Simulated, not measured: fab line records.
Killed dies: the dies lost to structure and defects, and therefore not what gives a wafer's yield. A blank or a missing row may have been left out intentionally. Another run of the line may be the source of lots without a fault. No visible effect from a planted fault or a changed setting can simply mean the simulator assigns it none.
The same fault as seen by 3 desks    flow n5_finfet    what lay behind the numbers comes last; until then each desk has only its own

## AT THE METROLOGY DESK
What the gauges read, lot by lot, whatever tool the lot ran on: means of the sampled wafers that have a number. A lot is out of limits, marked OUT, if its mean lies more than 4 standard deviations from the usual mean; the brackets give that distance.
Columns: A = cd_nm at N5_MIM_TOP_LITHO_CD_MEAS_08, usual 2000.5 nm; B = MIM_TOP_OVL at N5_MIM_TOP_LITHO_OVL_MEAS_11, usual -4 nm
lot   first seen here  A       B
L133  day 14 04:19     2001.9  -5
L137  day 15 09:25     2002.8  -2
L142  day 16 08:36     2001.5  -6
L146  day 17 16:07     2003.1  7
L147  day 17 16:09     2001.8  0
This desk's finding: nothing out of limits on any of the 5 lots.

## FOR THE TOOL OWNER'S DESK: rie_metal-03
The tool's own readings at N5_MIM_TOP_ETCH_ETCH_00 (etches TiN in Cl2/BCl3, target depth 38.5 nm): means of the sampled wafers that have a number, for each lot that ran on this tool. A lot is out of limits, marked OUT, if its mean lies more than 4 standard deviations from the usual mean; the brackets give that distance.
Columns: A = bias_w at N5_MIM_TOP_ETCH_ETCH_00, usual 126.0 W; B = drypump_motor_current_A at N5_MIM_TOP_ETCH_ETCH_00, usual 5.9 A; C = oes_product_au at N5_MIM_TOP_ETCH_ETCH_00, usual 0.81 a.u.; D = throttle_valve_pct at N5_MIM_TOP_ETCH_ETCH_00, usual 22.65 %
lot   first seen here  A                B    C     D
L137  day 15 09:44     126.1            6.1  0.69  22.61
L146  day 17 16:20     139.9 (+42) OUT  6.2  0.69  22.62
This desk's finding: out of limits on L146; first on L146, day 17 16:20 (bias_w at N5_MIM_TOP_ETCH_ETCH_00). L137: within limits.

## THE DEFECT DESK
Lot by lot, what the route's inspections counted, given as the mean of those sampled wafers with a number. A lot is out of limits, marked OUT, if its mean lies more than 4 standard deviations from the usual mean; the brackets give that distance.
Columns: A = raw_defect_count at N5_MIM_TOP_LITHO_INSPECT_12, usual 1.9
lot   first seen here  A
L133  day 14 04:22     1.7
L137  day 15 09:28     2.3
L142  day 16 08:39     3.0
L146  day 17 16:10     2.0
L147  day 17 16:12     1.3
This desk's finding: nothing out of limits on any of the 5 lots.

## ALL TOGETHER
On L146, at day 17 16:20, an alarm was possible from the tool owner's desk.
At the metrology desk, nothing out of limits was observed.
No out-of-limits result turned up at the defect desk.
The metrology desk holds a record of L146, inside its limits.
The defect desk has L146 on record, within its limits.
Of the lots named, all ran N5_MIM_TOP_ETCH_ETCH_00 on rie_metal-03.

## WHAT THE SIMULATOR PUT IN
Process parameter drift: rie_metal-03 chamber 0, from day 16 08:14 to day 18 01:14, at N5_MIM_TOP_ETCH_ETCH_00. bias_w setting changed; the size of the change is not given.
Shown lots that were struck: L146.
Hours from the fault's start to each desk's first reading out of limits: the tool owner's desk, 32.
